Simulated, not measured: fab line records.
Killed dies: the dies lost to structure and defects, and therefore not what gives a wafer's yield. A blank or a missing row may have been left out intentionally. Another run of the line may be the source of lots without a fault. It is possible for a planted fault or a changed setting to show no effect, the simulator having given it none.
Code-filled problem report in 8D (eight disciplines) form || flow n5 finfet || the parts of the form that need people (team, actions taken, sign-off) are left out

== 1. WHAT WENT WRONG ==
At N5_HKMG_FIN_COAT_85, spin speed rpm averages 1539.6 rpm over 6 wafers from 2 lots, while fault-free wafers read 1499.9 rpm, standard deviation 0.94. That puts it +42 standard deviations away from the usual mean.
The step: time 60 s, resist thk 300 nm.
Seen first at day 7 15:06 on litho track-03, wafer L995.1. The record holds 30 wafers of 10 lots with a number at this step. The rule behind "out" and "out of limits": a value lying over 4 standard deviations away from the usual mean. The rest of the wafers with a number are treated as sound.

== 2. WHAT IT IS, WHAT IT ISN'T ==
{"question": "which readings at this step", "is": "spin speed rpm", "is not": "-"}
{"question": "which lots", "is": "L995, L996", "is not": "L102, L103, L104, L982, L984, L985, L986, L987"}
{"question": "which wafers of those lots", "is": "all that have a number", "is not": "-"}
{"question": "read on which tools", "is": "litho track-03", "is not": "litho track-01, litho track-04"}
{"question": "when", "is": "from day 7 15:06", "is not": "up to then (15 sound wafers); but 9 sound wafers of L102, L103, L104 came after"}

== 3. SUSPECTS, AND WHAT RULES EACH OUT ==
Counting: a tool at a process step up to the reading stays a suspect if it ran every lot that is out and no sound lot after the first of them.
- litho track-03 at N5_HKMG_FIN_COAT_85 (time 60 s, resist thk 300 nm): kept. It ran every lot that is out, first L995 (day 7 15:06), and no sound lot after that; its last sound lot up to then is L987 (day 5 18:34). On those wafers its own readings are out: spin speed rpm.
Remaining after the count: litho track-03 at N5_HKMG_FIN_COAT_85.

== 4. THE CAUSE (what the simulator had put in) ==
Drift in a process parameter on litho track-03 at N5_HKMG_FIN_COAT_85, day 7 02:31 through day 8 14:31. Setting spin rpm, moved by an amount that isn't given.
The count eliminated every tool but this one.

== 5. THE EFFECT CHAIN, in route order ==
Each row: a reading where the mean over the struck wafers with a number is more than 3 standard deviations away from the usual. Readings are gone through only where the record gives a usual standard deviation; hours: the median, over the lots, of the time from a lot's start at the first step in this table giving one to that lot's start at this step; sigmas: the change measured in usual standard deviations.
{"hours": 0, "step": "N5_HKMG_FIN_COAT_85", "reading": "spin speed rpm", "usual": "1499.9 rpm", "on struck wafers": 1539.6, "change": "+39.7", "sigmas": "+42"}
The process steps in it:
- N5_HKMG_FIN_COAT_85: time 60 s, resist thk 300 nm.
Later steps that measure or inspect, where all struck wafers having a row at the step show a number for every such reading and not one has moved that far: N5_BEOL_M4_RC_MEAS_101.

== 6. WHAT WOULD HAVE CAUGHT IT SOONER ==
13 hours passed between the start of the fault at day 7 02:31 and the first reading out of limits in this record, taken at day 7 15:06.
